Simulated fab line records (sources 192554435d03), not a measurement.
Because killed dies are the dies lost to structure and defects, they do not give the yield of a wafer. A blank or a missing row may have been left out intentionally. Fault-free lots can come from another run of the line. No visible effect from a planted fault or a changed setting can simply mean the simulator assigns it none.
Which tool did it?    flow n5Finfet    10 lots, 30 wafers sampled, at 2 steps of a route of 1938

WHAT THE GAUGES READ, wafer by wafer
N5_BEOL_M8_OVL_MEAS_29. Usual: V7_OVL gives -0.1 nm (standard deviation 0.72).
lot   measured      on          V7_OVL (nm)     flag
L811  day 10 12:21  overlay-02  -1.5 -1.1 -1.3  
L815  day 10 18:37  overlay-01  1.2 0.7 -0.3    
L814  day 10 18:41  overlay-01  -1.5 -1.3 -2.0  
L818  day 11 21:37  overlay-02  0.1 -0.8 -0.2   
L819  day 11 21:26  overlay-01  0.7 0.2 0.1     
L825  day 13 12:11  overlay-02  0.8 -0.9 -0.5   
L826  day 14 07:38  overlay-02  0.7 0.8 0.4     
L828  day 15 00:15  overlay-02  0.2 -0.4 -0.3   
L831  day 15 15:11  overlay-02  1.2 -0.6 0.6    
L832  day 16 11:30  overlay-01  1.4 -0.1 1.4    

TOOL THAT RAN EACH LOT (tool first, then ch and the chambers of the sampled wafers, then the start)
lot   N5_BEOL_M8_STRIP_67
L811  rieDiel-06 ch 1,2,3, day 10 10:43
L815  rieDiel-05 ch 0,3, day 10 16:38
L814  rieDiel-05 ch 0,1, day 10 17:00
L818  rieDiel-01 ch 0,1,2, day 11 19:54
L819  rieDiel-01 ch 0,1,2, day 11 20:10
L825  rieDiel-06 ch 1,2,3, day 13 08:31
L826  rieDiel-06 ch 0,3, day 14 06:07
L828  rieDiel-06 ch 0,1,2, day 14 22:35
L831  rieDiel-06 ch 2,3, day 15 13:10
L832  rieDiel-01 ch 1,3, day 16 06:55
- N5_BEOL_M8_STRIP_67: strips in CF4.

WHAT THE TOOLS THEMSELVES READ (means of the sampled wafers that have a number; where no wafer has one, the mark that the record gives instead)
N5_BEOL_M8_STRIP_67. Usual: biasPowerW 74.99 W, standard deviation 0.22; drypumpMotorCurrentA 5.8 A, standard deviation 0.61; oesProductAu 0.78 a.u., standard deviation 0.077; rfVppV 270.7 V, standard deviation 1.5; showerheadPlenumPTorr 1.77 Torr, standard deviation 0.055; throttleValvePct 13.57 %, standard deviation 0.28.
lot   tool        biasPowerW (W)  drypumpMotorCurrentA (A)  oesProductAu (a.u.)  rfVppV (V)  showerheadPlenumPTorr (Torr)  throttleValvePct (%)  flag
L811  rieDiel-06  75.07           5.3                       0.85                 270.7       1.76                          13.31                 
L815  rieDiel-05  74.80           5.7                       0.69                 269.9       1.80                          13.83                 
L814  rieDiel-05  75.03           5.7                       0.77                 271.5       1.78                          13.67                 
L818  rieDiel-01  74.82           6.1                       0.78                 271.9       1.82                          13.56                 
L819  rieDiel-01  75.00           6.1                       0.78                 271.7       1.82                          13.56                 
L825  rieDiel-06  74.98           5.3                       0.81                 270.3       1.75                          13.36                 
L826  rieDiel-06  74.96           5.3                       0.72                 270.6       1.70                          13.67                 
L828  rieDiel-06  74.95           5.8                       0.78                 270.2       1.75                          13.53                 
L831  rieDiel-06  75.24           5.1                       0.76                 268.3       1.72                          13.45                 
L832  rieDiel-01  75.12           5.7                       0.81                 271.1       1.79                          13.53                 

THE ANSWER, worked out from the rows above alone
Rule: lot off if the mean of its wafers having a number is beyond 3 standard deviations from the usual mean. Also off: a lot with no number at a reading for which 4 or more lots have one. Where the step has rows for the other lots, those lots are counted as sound. The gauges are gone through in route order, then the tools' own readings, and for those a lot's mean is taken as printed above. At the first step where some lot is off, the reading lying furthest off is the one used; lots without a number count as furthest.
No lot is off at any reading shown: from this, nothing can be told.

WHAT WAS PUT IN BY THE SIMULATOR
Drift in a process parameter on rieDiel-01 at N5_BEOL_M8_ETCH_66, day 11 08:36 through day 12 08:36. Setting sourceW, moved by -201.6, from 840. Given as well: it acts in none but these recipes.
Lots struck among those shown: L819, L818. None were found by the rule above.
